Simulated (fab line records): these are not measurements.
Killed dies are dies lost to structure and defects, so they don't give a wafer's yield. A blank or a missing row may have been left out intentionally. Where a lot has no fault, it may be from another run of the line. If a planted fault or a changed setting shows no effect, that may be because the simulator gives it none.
Chamber matching || flow n5-finfet || 3 sister chambers for N5_BEOL_M10_DEP_56 on pecvd-02
The step deposits SiCN from 3MS/NH3, target thk 15 nm, time 26.5 s. 6 wafers are shown with their chamber, then 9 later ones without.

== WAFERS WITH THEIR CHAMBER ==
{"wafer": "L083.1", "chamber": 0, "throttle-valve-pct (%)": 8.5, "showerhead-plenum-p-Torr (Torr)": 3.675}
{"wafer": "L083.6", "chamber": 0, "throttle-valve-pct (%)": 8.6, "showerhead-plenum-p-Torr (Torr)": 3.673}
{"wafer": "L088.5", "chamber": 2, "throttle-valve-pct (%)": 8.8, "showerhead-plenum-p-Torr (Torr)": 3.674}
{"wafer": "L089.1", "chamber": 1, "throttle-valve-pct (%)": 8.8, "showerhead-plenum-p-Torr (Torr)": 3.660}
{"wafer": "L089.4", "chamber": 1, "throttle-valve-pct (%)": 9.2, "showerhead-plenum-p-Torr (Torr)": 3.659}
{"wafer": "L089.6", "chamber": 2, "throttle-valve-pct (%)": 8.9, "showerhead-plenum-p-Torr (Torr)": 3.663}

== WAFERS WHOSE CHAMBER IS MISSING ==
{"wafer": "L092.1", "throttle-valve-pct (%)": 8.7, "showerhead-plenum-p-Torr (Torr)": 3.663}
{"wafer": "L092.2", "throttle-valve-pct (%)": 8.5, "showerhead-plenum-p-Torr (Torr)": 3.663}
{"wafer": "L092.5", "throttle-valve-pct (%)": 8.4, "showerhead-plenum-p-Torr (Torr)": 3.666}
{"wafer": "L094.2", "throttle-valve-pct (%)": 9.1, "showerhead-plenum-p-Torr (Torr)": 3.670}
{"wafer": "L094.3", "throttle-valve-pct (%)": 8.5, "showerhead-plenum-p-Torr (Torr)": 3.668}
{"wafer": "L094.6", "throttle-valve-pct (%)": 8.9, "showerhead-plenum-p-Torr (Torr)": 3.659}
{"wafer": "L096.4", "throttle-valve-pct (%)": 9.1, "showerhead-plenum-p-Torr (Torr)": 3.662}
{"wafer": "L096.5", "throttle-valve-pct (%)": 8.5, "showerhead-plenum-p-Torr (Torr)": 3.665}
{"wafer": "L096.6", "throttle-valve-pct (%)": 9.0, "showerhead-plenum-p-Torr (Torr)": 3.663}

== WHICH CHAMBER EACH WENT THROUGH ==
{"wafer": "L092.1", "from the rows above": "can't be placed: 2 or 1 or 0", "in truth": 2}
{"wafer": "L092.2", "from the rows above": "can't be placed: 2 or 0 or 1", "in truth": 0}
{"wafer": "L092.5", "from the rows above": "can't be placed: 0 or 2 or 1", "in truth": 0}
{"wafer": "L094.2", "from the rows above": "can't be placed: 2 or 1 or 0", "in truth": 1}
{"wafer": "L094.3", "from the rows above": "can't be placed: 0 or 2", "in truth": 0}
{"wafer": "L094.6", "from the rows above": "can't be placed: 1 or 2", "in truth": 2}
{"wafer": "L096.4", "from the rows above": "can't be placed: 1 or 2", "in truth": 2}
{"wafer": "L096.5", "from the rows above": "can't be placed: 0 or 2 or 1", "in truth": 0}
{"wafer": "L096.6", "from the rows above": "can't be placed: 1 or 2", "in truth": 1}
Correct placement for 0 of the 9. Not placeable from these rows: 9 (in 9, the candidates include the true chamber). Wrongly placed: 0.
How it was worked out, from the rows above alone: a wafer's distance from a chamber is the root of the sum, over the readings, of the square of ((its reading less the chamber's mean) divided by the reading's scatter). If the next closest chamber is less than 2 further off than the closest, the wafer can't be placed; otherwise it belongs to the closest. For every chamber, the mean is computed from those of its wafers that are shown. The scatter: the root of (the sum of the squares of (reading less its chamber's mean) over the shown wafers, divided by (wafers less chambers)).
